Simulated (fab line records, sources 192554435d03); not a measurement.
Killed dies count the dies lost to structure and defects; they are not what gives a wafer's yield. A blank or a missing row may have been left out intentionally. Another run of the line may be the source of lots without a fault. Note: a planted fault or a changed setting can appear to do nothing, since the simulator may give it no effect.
Which tool is to blame?    flow n5Finfet    11 lots, 30 wafers sampled, at 6 steps of a route of 1938

## WHAT EACH GAUGE READ, for each wafer
N5_BEOL_M4_RC_MEAS_101.
lot   measured      on         DIBL_N (mV/V)
L928  day 8 01:47   prober-02  34.2 36.8 33.5
L929  day 8 07:58   prober-01  38.6 38.9 37.4
L931  day 8 22:47   prober-01  36.2 37.4 36.5
L934  day 9 22:04   prober-02  34.3 36.0 35.6
L936  day 9 22:13   prober-01  35.6 34.5 36.8
L935  day 10 03:40  prober-02  34.9 36.1 35.3
L938  day 10 20:20  prober-02  36.3 38.6 38.7
L944  day 12 01:34  prober-01  35.1 36.4 36.7
L943  day 12 06:14  prober-02  35.7 32.6
L946  day 12 07:14  prober-02  36.3 36.2
L945  day 12 12:50  prober-02  34.2 34.9

## WHICH TOOL RAN EACH LOT (tool, then ch and the chambers of the sampled wafers, then the start)
lot   N5_BEOL_M3_SPUTTER_86        N5_BEOL_M3_ANNEAL_89         N5_BEOL_M3_ECD_50              N5_BEOL_M3_ANNEAL_51             N5_BEOL_M3_CMP_52
L928  pvdSputter-01, day 7 17:08   pvdSputter-01, day 7 17:26   ecdCu-01 ch 0,1, day 7 18:22   rtpAnneal-02 ch 0, day 7 18:29   cmp-03 ch 0,2, day 7 18:47
L929  pvdSputter-01, day 7 20:38   pvdSputter-01, day 7 20:56   ecdCu-01 ch 0,1, day 7 21:52   rtpAnneal-02 ch 0, day 7 22:16   cmp-01 ch 0,3, day 7 22:31
L931  pvdSputter-01, day 8 06:19   pvdSputter-01, day 8 06:37   ecdCu-02 ch 0,1, day 8 07:32   rtpAnneal-01 ch 0, day 8 07:37   cmp-01 ch 0,1, day 8 07:55
L934  pvdSputter-02, day 9 10:37   pvdSputter-02, day 9 10:55   ecdCu-02 ch 0,1, day 9 11:51   rtpAnneal-02 ch 0, day 9 12:00   cmp-01 ch 2,3, day 9 12:15
L936  pvdSputter-01, day 9 10:46   pvdSputter-01, day 9 11:05   ecdCu-01 ch 0,1, day 9 12:05   rtpAnneal-01 ch 0, day 9 12:14   cmp-01 ch 1,3, day 9 12:29
L935  pvdSputter-03, day 9 16:17   pvdSputter-03, day 9 16:35   ecdCu-02 ch 0,1, day 9 17:29   rtpAnneal-01 ch 0, day 9 17:34   cmp-04 ch 0,3, day 9 17:58
L938  pvdSputter-02, day 10 00:47  pvdSputter-02, day 10 01:05  ecdCu-01 ch 0,1, day 10 02:01  rtpAnneal-01 ch 0, day 10 02:10  cmp-04 ch 1,2, day 10 02:22
L944  pvdSputter-01, day 11 12:57  pvdSputter-01, day 11 13:15  ecdCu-01 ch 0,1, day 11 14:10  rtpAnneal-02 ch 0, day 11 14:15  cmp-03 ch 0,1,3, day 11 14:35
L943  pvdSputter-01, day 11 16:39  pvdSputter-01, day 11 16:59  ecdCu-01 ch 0,1, day 11 17:52  rtpAnneal-02 ch 0, day 11 18:05  cmp-03 ch 0,1, day 11 18:22
L946  pvdSputter-02, day 11 17:55  pvdSputter-02, day 11 18:13  ecdCu-01 ch 0, day 11 19:07    rtpAnneal-02 ch 0, day 11 19:15  cmp-01 ch 2,3, day 11 20:41
L945  pvdSputter-02, day 11 22:46  pvdSputter-02, day 11 23:04  ecdCu-01 ch 1, day 11 23:59    rtpAnneal-02 ch 0, day 12 00:07  cmp-01 ch 1,3, day 12 00:27
- N5_BEOL_M3_SPUTTER_86: material Cu, target thk 4.5 nm, time 8.29 s.
- N5_BEOL_M3_ANNEAL_89: time 240 s.
- N5_BEOL_M3_ECD_50: material Cu, target thk 300 nm.
- N5_BEOL_M3_ANNEAL_51: time 90 s.
- N5_BEOL_M3_CMP_52: polishes, stops on SiOC, t overpolish 6.8 s, target thk 40 nm.

## THE ANSWER, worked out from the rows above alone
Rule: the lots themselves supply what counts as usual. Put in order of their means at a reading, lots are off if they are a third of the lots or fewer, leave a main group of 4 or more, and stand apart from it by a gap of 3 or more times the standard deviation of the main group's means; of several such gaps the widest counts. A main group is skipped when, at the precision printed for the reading in the tables above, its means are all equal. Also off: a lot with no number at a reading for which 4 or more lots have one. Where the step has rows for the other lots, those lots are counted as sound.
Nothing can be told from this: no lot is off at any reading shown.

## WHAT HAD BEEN PUT IN BY THE SIMULATOR
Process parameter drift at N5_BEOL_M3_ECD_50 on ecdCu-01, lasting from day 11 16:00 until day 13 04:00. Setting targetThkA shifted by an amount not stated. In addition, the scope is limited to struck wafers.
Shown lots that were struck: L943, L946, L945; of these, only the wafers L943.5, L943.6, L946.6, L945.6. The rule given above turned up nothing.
